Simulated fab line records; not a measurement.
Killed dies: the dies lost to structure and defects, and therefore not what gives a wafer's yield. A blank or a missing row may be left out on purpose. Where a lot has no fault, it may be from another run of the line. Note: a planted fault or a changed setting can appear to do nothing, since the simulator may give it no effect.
Which tool was responsible?    flow nand harc    Sampling: 12 lots, 36 wafers, 2 of 1302 route steps

WHAT THE GAUGES SHOWED, per wafer
NHARC_A_CONTACT_CD_MEAS_08: the cd target is 200 nm.
lot   measured      on         cd nm (nm)
L742  day 22 12:13  cd sem-03  199.5 199.8 200.1
L740  day 22 18:36  cd sem-03  198.2 199.5 199.4
L747  day 25 04:17  cd sem-02  199.9 197.7 199.6
L743  day 25 06:11  cd sem-01  199.4 199.0 199.7
L746  day 25 07:19  cd sem-03  199.5 199.6 199.9
L751  day 27 15:20  cd sem-02  200.9 199.5 200.0
L752  day 28 14:02  cd sem-01  199.1 199.5 199.0
L758  day 29 08:47  cd sem-01  199.6 200.9 199.7
L757  day 29 20:26  cd sem-01  198.5 199.4 199.6
L761  day 31 12:45  cd sem-03  199.0 199.9 198.8
L762  day 31 14:28  cd sem-03  199.6 200.2 200.8
L763  day 31 22:17  cd sem-01  199.7 200.1 200.3

WHAT TOOL EACH LOT RAN ON (gives the tool, then ch and the chambers of the sampled wafers, and finally the start)
lot   NHARC_A_CONTACT_STRIP_82
L742  rie diel-06 ch 0,2,3, day 22 12:13 or earlier
L740  rie diel-01 ch 1,2,3, day 22 18:36 or earlier
L747  rie diel-06 ch 0,1,3, day 25 04:17 or earlier
L743  rie diel-06 ch 0,1,3, day 25 06:11 or earlier
L746  rie diel-13 ch 2,3, day 25 07:19 or earlier
L751  rie diel-01 ch 0,2,3, day 27 15:20 or earlier
L752  rie diel-01 ch 1,2,3, day 28 14:02 or earlier
L758  rie diel-13 ch 0,2,3, day 29 08:47 or earlier
L757  rie diel-06 ch 1,2, day 29 20:26 or earlier
L761  rie diel-06 ch 1,2, day 31 12:45 or earlier
L762  rie diel-06 ch 0,1,2, day 31 14:28 or earlier
L763  rie diel-06 ch 0,2, day 31 22:17 or earlier
- NHARC_A_CONTACT_STRIP_82: strips in O2.

WHAT THE TOOLS THEMSELVES READ (means of the sampled wafers that have a number; where no wafer has one, the mark that the record gives instead)
NHARC_A_CONTACT_STRIP_82.
lot   tool         drypump motor current A (A)  oes product au (a.u.)  rf vpp V (V)  showerhead plenum p Torr (Torr)  throttle valve pct (%)
L742  rie diel-06  5.9                          0.980                  57.8          3.42                             17.037
L740  rie diel-01  6.0                          0.995                  57.8          3.46                             17.036
L747  rie diel-06  5.7                          0.991                  57.2          3.43                             17.045
L743  rie diel-06  5.6                          0.980                  56.9          3.43                             17.034
L746  rie diel-13  5.4                          0.994                  57.8          3.45                             17.029
L751  rie diel-01  6.1                          0.995                  57.7          3.42                             17.040
L752  rie diel-01  6.0                          1.007                  57.7          3.44                             17.030
L758  rie diel-13  5.7                          1.002                  58.1          3.52                             17.038
L757  rie diel-06  5.2                          0.986                  57.3          3.41                             17.036
L761  rie diel-06  5.6                          0.991                  58.9          3.40                             17.033
L762  rie diel-06  5.6                          0.995                  57.4          3.38                             17.038
L763  rie diel-06  6.0                          0.998                  57.3          3.37                             17.035

THE ANSWER, worked out from the rows above alone
Rule: the lots themselves supply what counts as usual. Put in order of their means at a reading, lots are off if they are a third of the lots or fewer, leave a main group of 4 or more, and stand apart from it by a gap of 3 or more times the standard deviation of the main group's means; of several such gaps the widest counts. A main group is skipped when, at the precision printed for the reading in the tables above, its means are all equal. A lot without any number at a reading at which 4 lots or more have one is off too. Any other lot the step has rows for is counted as sound. The gauges are gone through in route order, then the tools' own readings, and for those a lot's mean is taken as printed above. At the first step where some lot is off, the reading lying furthest off is the one used; lots without a number count as furthest.
No lot is off at any reading shown: from this, nothing can be told.

WHAT THE SIMULATOR PUT IN
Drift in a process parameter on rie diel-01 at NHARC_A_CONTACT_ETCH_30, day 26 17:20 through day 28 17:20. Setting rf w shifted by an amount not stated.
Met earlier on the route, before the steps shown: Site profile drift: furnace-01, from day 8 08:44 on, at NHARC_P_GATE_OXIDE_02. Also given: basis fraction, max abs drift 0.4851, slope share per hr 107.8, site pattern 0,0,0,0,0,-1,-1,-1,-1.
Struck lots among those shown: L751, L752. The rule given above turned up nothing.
